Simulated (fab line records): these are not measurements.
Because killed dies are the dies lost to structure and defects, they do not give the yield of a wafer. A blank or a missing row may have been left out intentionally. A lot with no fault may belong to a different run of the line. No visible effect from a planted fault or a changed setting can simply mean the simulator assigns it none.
The tool behind it: which one? -- flow nandHarc -- 42 wafers from 14 lots sampled at 4 of the route's 1302 steps

WHAT THE GAUGES SHOWED, per wafer
NHARC_A_SGD_CUT_CD_MEAS_09: the cd target is 100 nm.
lot,measured,on,cdNm (nm)
L462,day 20 00:07,cdSem-01,99.4 100.2 99.8
L461,day 19 23:37,cdSem-03,100.0 101.0 99.9
L464,day 21 08:32,cdSem-01,100.5 100.4 100.8
L463,day 22 01:25,cdSem-01,- - -
L469,day 23 11:10,cdSem-01,- - -
L473,day 24 22:38,cdSem-03,99.7 99.9 100.5
L475,day 25 11:44,cdSem-03,100.1 100.8 100.6
L474,day 25 12:09,cdSem-02,101.3 101.5 101.0
L477,day 25 18:48,cdSem-01,100.0 99.4 100.0
L476,day 26 10:51,cdSem-03,100.5 100.6 100.6
L478,day 26 21:35,cdSem-01,99.9 99.2 99.1
L479,day 27 15:43,cdSem-01,99.8 99.4 100.5
L481,day 28 16:58,cdSem-01,100.8 99.7 99.8
L483,day 29 11:35,cdSem-02,100.1 99.7 99.7

NHARC_A_SGD_CUT_OVL_MEAS_10.
lot,measured,on,overlayXNm (nm),overlayYNm (nm)
L462,day 20 00:13,overlay-02,-0.2 -0.6 -0.1,-0.6 -0.4 -0.5
L461,day 19 23:43,overlay-02,-0.1 -0.3 -0.7,1.3 1.7 0.8
L464,day 21 08:37,overlay-02,-0.1 0.3 0.2,1.8 2.0 1.2
L463,day 22 01:29,overlay-02,- - -,- - -
L469,day 23 11:15,overlay-02,- - -,- - -
L473,day 24 22:44,overlay-02,-0.1 0.7 -0.2,2.3 3.1 2.5
L475,day 25 11:49,overlay-02,1.1 1.0 1.0,0.3 0.1 -0.2
L474,day 25 12:14,overlay-01,1.0 0.7 0.8,0.6 0.2 1.1
L477,day 25 18:53,overlay-02,0.5 0.5 0.9,0.4 0.8 0.2
L476,day 26 10:56,overlay-02,-0.2 -0.4 0.1,-0.3 -0.1 0.0
L478,day 26 21:41,overlay-01,-1.0 -0.7 0.0,0.9 0.9 0.7
L479,day 27 15:47,overlay-01,0.9 0.7 0.7,-0.4 0.3 -0.4
L481,day 28 17:03,overlay-01,-2.2 -1.7 -1.8,0.7 0.8 0.9
L483,day 29 11:40,overlay-01,0.2 -0.1 -0.2,-0.6 -0.2 -0.2

WHICH TOOL RAN EACH LOT (tool, then ch and the chambers of the sampled wafers, then the start)
lot,NHARC_A_STAIRCASE_STRIP_446,NHARC_A_SGD_CUT_EXPOSE_06
L462,"plasmaAsher-01 ch 0,1, day 19 20:02","arfiScanner-01 ch 0, day 19 23:59"
L461,"plasmaAsher-02 ch 0,1, day 19 20:17","arfiScanner-03 ch 0, day 19 23:29"
L464,"plasmaAsher-01 ch 0,1, day 21 05:07","arfiScanner-02 ch 0, day 21 08:23"
L463,"plasmaAsher-02 ch 0,1, day 21 21:59","arfiScanner-03, day 22 01:16"
L469,"plasmaAsher-01 ch 0,1, day 23 07:32","arfiScanner-02, day 23 11:02"
L473,"plasmaAsher-02 ch 0,1, day 24 19:13","arfiScanner-03 ch 0, day 24 22:30"
L475,"plasmaAsher-01 ch 0, day 25 08:26","arfiScanner-03 ch 0, day 25 11:36"
L474,"plasmaAsher-02 ch 0,1, day 25 08:43","arfiScanner-02 ch 0, day 25 12:01"
L477,"plasmaAsher-02 ch 0,1, day 25 15:29","arfiScanner-01 ch 0, day 25 18:40"
L476,"plasmaAsher-01 ch 0,1, day 26 07:31","arfiScanner-03 ch 0, day 26 10:43"
L478,"plasmaAsher-01 ch 0,1, day 26 18:02","arfiScanner-01 ch 0, day 26 21:28"
L479,"plasmaAsher-01 ch 0,1, day 27 12:28","arfiScanner-02 ch 0, day 27 15:34"
L481,"plasmaAsher-02 ch 0,1, day 28 13:35","arfiScanner-01 ch 0, day 28 16:49"
L483,"plasmaAsher-02 ch 0,1, day 29 08:09","arfiScanner-01 ch 0, day 29 11:27"
- NHARC_A_STAIRCASE_STRIP_446: strips in O2.
- NHARC_A_SGD_CUT_EXPOSE_06: exposes mask SGD.

AS READ BY THE TOOLS THEMSELVES (means over the sampled wafers that have a number; for cases with no such wafer, the mark the record gives instead)
NHARC_A_STAIRCASE_STRIP_446.
lot,tool,drypumpMotorCurrentA (A),heaterPowerW (W)
L462,plasmaAsher-01,5.4,330
L461,plasmaAsher-02,5.6,341
L464,plasmaAsher-01,5.6,325
L463,plasmaAsher-02,5.7,342
L469,plasmaAsher-01,5.4,333
L473,plasmaAsher-02,5.6,344
L475,plasmaAsher-01,5.8,311
L474,plasmaAsher-02,5.9,343
L477,plasmaAsher-02,5.9,341
L476,plasmaAsher-01,5.6,319
L478,plasmaAsher-01,5.7,319
L479,plasmaAsher-01,5.4,335
L481,plasmaAsher-02,5.9,337
L483,plasmaAsher-02,5.9,339

NHARC_A_SGD_CUT_EXPOSE_06.
lot,tool,exposureDoseMJCm2,focusOffsetNm (nm)
L462,arfiScanner-01,85.71,-0.1
L461,arfiScanner-03,85.57,-0.4
L464,arfiScanner-02,85.60,0.1
L463,arfiScanner-03,-,-
L469,arfiScanner-02,-,-
L473,arfiScanner-03,85.61,0.2
L475,arfiScanner-03,85.50,0.6
L474,arfiScanner-02,85.46,-0.3
L477,arfiScanner-01,85.68,-0.6
L476,arfiScanner-03,85.64,-0.2
L478,arfiScanner-01,85.59,0.8
L479,arfiScanner-02,85.61,-0.5
L481,arfiScanner-01,85.58,0.3
L483,arfiScanner-01,85.64,0.5

THE ANSWER, worked out from the rows above alone
Rule: usual is defined by the lots themselves. Put in order of their means at a reading, lots are off if they are a third of the lots or fewer, leave a main group of 4 or more, and stand apart from it by a gap of 3 or more times the standard deviation of the main group's means; of several such gaps the widest counts. Not used: any main group whose means are identical at the precision the tables above print for the reading. A lot without any number at a reading at which 4 lots or more have one is off too. Where the step has rows for the other lots, those lots are counted as sound. First the gauges in route order, then the tools' own readings, where a lot's mean is used as printed above. At the first step where some lot is off, the reading lying furthest off is the one used; lots without a number count as furthest.
Off: L463, L469 (NHARC_A_SGD_CUT_CD_MEAS_09, cdNm). Without a number there: L463, L469. For the main group the mean is 100.2 nm and the standard deviation 0.48.
If a tool, at a process step before that reading, ran all the lots that are off and no sound lot after the first of them, it fits. Not tried: the gauges at NHARC_A_SGD_CUT_CD_MEAS_09; whatever is off there is also off at NHARC_A_SGD_CUT_OVL_MEAS_10, on other tools, and gauge error can't account for it. Of those tried, none fits.

WHAT THE SIMULATOR PUT IN
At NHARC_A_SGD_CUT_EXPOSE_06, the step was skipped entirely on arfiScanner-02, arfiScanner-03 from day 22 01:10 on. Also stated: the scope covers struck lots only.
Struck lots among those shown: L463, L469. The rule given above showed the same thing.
